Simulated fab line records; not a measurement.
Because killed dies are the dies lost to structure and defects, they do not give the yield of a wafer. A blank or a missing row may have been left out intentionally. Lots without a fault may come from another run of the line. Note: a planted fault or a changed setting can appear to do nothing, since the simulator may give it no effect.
A lot that was struck, set against a sound lot | flow n5_finfet | 36 out of 1938 route steps
Sound: wafers L260.1, L260.5, L260.6. Struck: wafer L256.5 (left out: L256.2, L256.3 of the same lot, which were not struck); the cause appears at the end.
For every step that has rows: the tool of each side, followed by ch and its chambers, followed by its first start. Under that, the readings that differ: sound wafers | struck wafers | difference of the means | sigmas: that difference in standard deviations of wafers without a fault.
alike: words and numbers the same on both sides, and readings whose means are apart by under 2 such deviations; not compared: readings that were withheld, readings missing a value for some wafer, numbers with overlapping values and no deviation given by the record, and bounds like >300 which may hide the same value.
The two part at a step that has a row with sigmas, a row that says differs or no value, or rows on one side only. Numbers that have no deviation but don't overlap get no sigmas and don't part them. A reading that every wafer of one side lacks parts them only if that side has two wafers or more.

first, 10 steps without rows for these wafers: N5_BEOL_M8_ILD_DEP_00 (deposits SiCOH lowk from DEMS/porogen, target thk 179.75 nm, time 33.4 s); N5_BEOL_M8_CURE_74 (cures SiCOH lowk, time 240 s); N5_BEOL_M8_PECVD_70 (deposits SiO2 from TEOS/O2, target thk 20 nm, time 22.7 s); N5_BEOL_M8_HM_DEP_02 (deposits TiN, target thk 20 nm); N5_BEOL_M8_COAT_59 (time 60 s, resist thk 100 nm); N5_BEOL_M8_COAT_60 (time 60 s, resist thk 35 nm); N5_BEOL_M8_COAT_05 (resist thk 90 nm); N5_BEOL_M8_EBR_07; N5_BEOL_M8_SOFTBAKE_06 (time 60 s); N5_BEOL_M8_EXPOSE_08 (exposes mask M8).
N5_BEOL_M8_PEB_09: peb time 60 s.
  sound on litho_track-01 ch 0, day 15 11:43; struck on litho_track-02 ch 0, day 14 07:38
then, 1 step without rows for these wafers: N5_BEOL_M8_DEVELOP_10 (develop time 30 s).
N5_BEOL_M8_CD_MEAS_11 targets a cd of 38.5 nm.
  sound on cd_sem-03 ch 0, day 15 11:47; struck on cd_sem-03 ch 0, day 14 07:42
  reading    | sound          | struck | difference | sigmas
  cd_nm (nm) | 37.9 37.8 38.3 | 32.9   | -5.1       | -13
then, 1 step without rows for these wafers: N5_BEOL_M8_DESCUM_16 (chemistry O2, time 7.9 s).
N5_BEOL_M8_ETCH_61: etches SiARC in CF4, target depth 45.5 nm, time 75.8 s.
  sound on rie_diel-02 ch 0,3, day 15 12:19; struck on rie_diel-06 ch 0, day 14 08:03
  reading                         | sound          | struck | difference | sigmas
  model.BEOL_M8.cd_offset_nm (nm) | -0.4 -0.4 -0.2 | -5.4   | -5.1       |
  alike: chamber_pressure_mTorr, drypump_motor_current_A, etch_rf_on_time_s, oes_product_au, rf_vpp_V, showerhead_plenum_p_Torr, throttle_valve_pct
  not compared: rf_hours_counter_h
then, 3 steps without rows for these wafers: N5_BEOL_M8_ETCH_62 (etches SOC in N2/H2, target depth 110 nm, overetch 22 nm, time 165 s); N5_BEOL_M8_STRIP_68 (strips in N2/H2); N5_BEOL_M8_STRIP_67 (strips in CF4).
N5_BEOL_M8_HM_OPEN_17: chemistry Cl2/BCl3, target TiN, target depth 20 nm, overetch 6 nm.
  sound on rie_metal-02 ch 0,1, day 15 12:33; struck on rie_metal-03 ch 1, day 14 08:18
  reading                         | sound          | struck | difference | sigmas
  model.BEOL_M8.cd_offset_nm (nm) | -0.4 -0.6 -0.2 | -5.4   | -5.0       |
  alike: chamber_pressure_mTorr, drypump_motor_current_A, oes_product_au, throttle_valve_pct
  not compared: rf_hours_counter_h
then, 1 step without rows for these wafers: N5_BEOL_M8_STRIP_19 (strips in O2).
N5_BEOL_M8_CD_MEAS_18: pitch 80 nm, target cd 40 nm.
  sound on cd_sem-01 at day 15 12:44; struck on cd_sem-03 at day 14 08:29
  reading    | sound          | struck | difference | sigmas
  cd_nm (nm) | 39.6 39.5 40.0 | 34.4   | -5.3       | -12
then, 14 steps without rows for these wafers: N5_BEOL_M8_COAT_63 (time 60 s, resist thk 60 nm); N5_BEOL_M8_COAT_64 (time 60 s, resist thk 12 nm); N5_BEOL_M8_COAT_71 (time 60 s, resist thk 5 nm); N5_BEOL_M8_COAT_22 (resist thk 30 nm); N5_BEOL_M8_EBR_24; N5_BEOL_M8_SOFTBAKE_23 (time 60 s); N5_BEOL_M8_EXPOSE_25 (exposes mask V7, target cd 40 nm); N5_BEOL_M8_PEB_26 (peb time 60 s); N5_BEOL_M8_DEVELOP_27 (develop time 30 s); N5_BEOL_M8_DESCUM_33 (chemistry O2, time 7 s); N5_BEOL_M8_ETCH_72 (etches underlayer in N2/H2, target depth 6.5 nm, time 5.2 s); N5_BEOL_M8_ETCH_65 (etches SiARC in CF4, target depth 15.6 nm, time 26 s); N5_BEOL_M8_ETCH_66 (etches SOC in N2/H2, target depth 80 nm, overetch 16 nm, time 120 s); N5_BEOL_M8_STRIP_69 (strips in N2/H2).
-- record jumps: 2 days separate the struck wafers' starts on either side; left off in module BEOL_M8, taken up again in module BEOL_M15, whose first shown step is the route's number 1830 --
N5_BEOL_M15_RC_MEAS_101:
  sound on prober-01 ch 0, day 17 21:14; struck on prober-02 ch 0, day 16 16:45
  reading                   | sound                 | struck  | difference | sigmas
  COMB_M14 (S/m)            | 5.9e-12 6e-12 6.4e-12 | 3.4e-12 | -2.7e-12   | -3
  SERP_M7 (ohm/um)          | 14.2 13.8 14.0        | 12.8    | -1.2       | -2
  SERP_M8 (ohm/um)          | 13.9 14.0 13.8        | 17.9    | +4.0       | +8
  SERP_M8_max_site (ohm/um) | 14.3 14.2 14.6        | 18.3    | +3.9       | +7
  alike: COMB_M10, COMB_M11, COMB_M11_max_site, COMB_M12, COMB_M13, COMB_M13_max_site, COMB_M15, COMB_M5, COMB_M6, COMB_M7, COMB_M8, COMB_M9, SERP_M10, SERP_M11, SERP_M12, SERP_M13, SERP_M14, SERP_M14_max_site, SERP_M5, SERP_M6, SERP_M9

## WHERE THEY PART
Earliest at N5_BEOL_M8_CD_MEAS_11; latest, in this record, at N5_BEOL_M15_RC_MEAS_101.

WHY: what the simulator had put in
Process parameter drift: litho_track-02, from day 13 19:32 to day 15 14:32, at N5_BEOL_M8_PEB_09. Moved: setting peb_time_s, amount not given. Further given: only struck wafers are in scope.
